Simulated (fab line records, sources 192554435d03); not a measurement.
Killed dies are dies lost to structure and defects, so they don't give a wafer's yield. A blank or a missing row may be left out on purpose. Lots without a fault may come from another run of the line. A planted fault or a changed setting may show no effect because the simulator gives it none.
Chamber matching | flow n5_finfet | N5_BEOL_M13_CMP_49 on cmp-02: 4 sister chambers
The step polishes, stops on SiOC, t overpolish 17.1 s, target thk 420 nm. 8 wafers are shown with their chamber, then 7 later ones without.

WAFERS WITH THEIR CHAMBER
wafer  | chamber | motor_current_A (A) | slurry_flow_ml_min
L079.5 | 1       | 6.0                 | 150.0
L084.2 | 2       | 7.1                 | 149.8
L084.5 | 3       | 5.9                 | 149.7
L088.1 | 2       | 6.6                 | 149.9
L088.5 | 3       | 5.6                 | 149.6
L088.6 | 0       | 7.2                 | 150.4
L093.1 | 0       | 6.7                 | 150.7
L093.3 | 1       | 5.7                 | 150.1

WAFERS WITHOUT THEIR CHAMBER
wafer  | motor_current_A (A) | slurry_flow_ml_min
L093.4 | 7.0                 | 150.0
L095.2 | 6.0                 | 148.9
L095.4 | 7.3                 | 150.2
L095.5 | 5.9                 | 150.3
L096.1 | 5.9                 | 149.9
L096.4 | 7.0                 | 149.6
L096.5 | 5.9                 | 150.3

WHICH CHAMBER EACH WENT THROUGH
wafer  | from the rows above     | in truth
L093.4 | 2                       | 2
L095.2 | 3                       | 3
L095.4 | can't be placed: 0 or 2 | 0
L095.5 | 1                       | 1
L096.1 | can't be placed: 1 or 3 | 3
L096.4 | 2                       | 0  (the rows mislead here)
L096.5 | 1                       | 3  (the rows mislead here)
Placed correctly: 3 of 7. Can't be placed from these rows: 2 (the true chamber is among the candidates in 2). Placed wrongly: 2.
How it was worked out, from the rows above alone: a wafer's distance from a chamber is the root of the sum, over the readings, of the square of ((its reading less the chamber's mean) divided by the reading's scatter). The wafer belongs to the nearest chamber; if the next one is less than 2 further off, it can't be placed. A chamber's mean is the mean of its shown wafers. The scatter: the root of (the sum of the squares of (reading less its chamber's mean) over the shown wafers, divided by (wafers less chambers)).
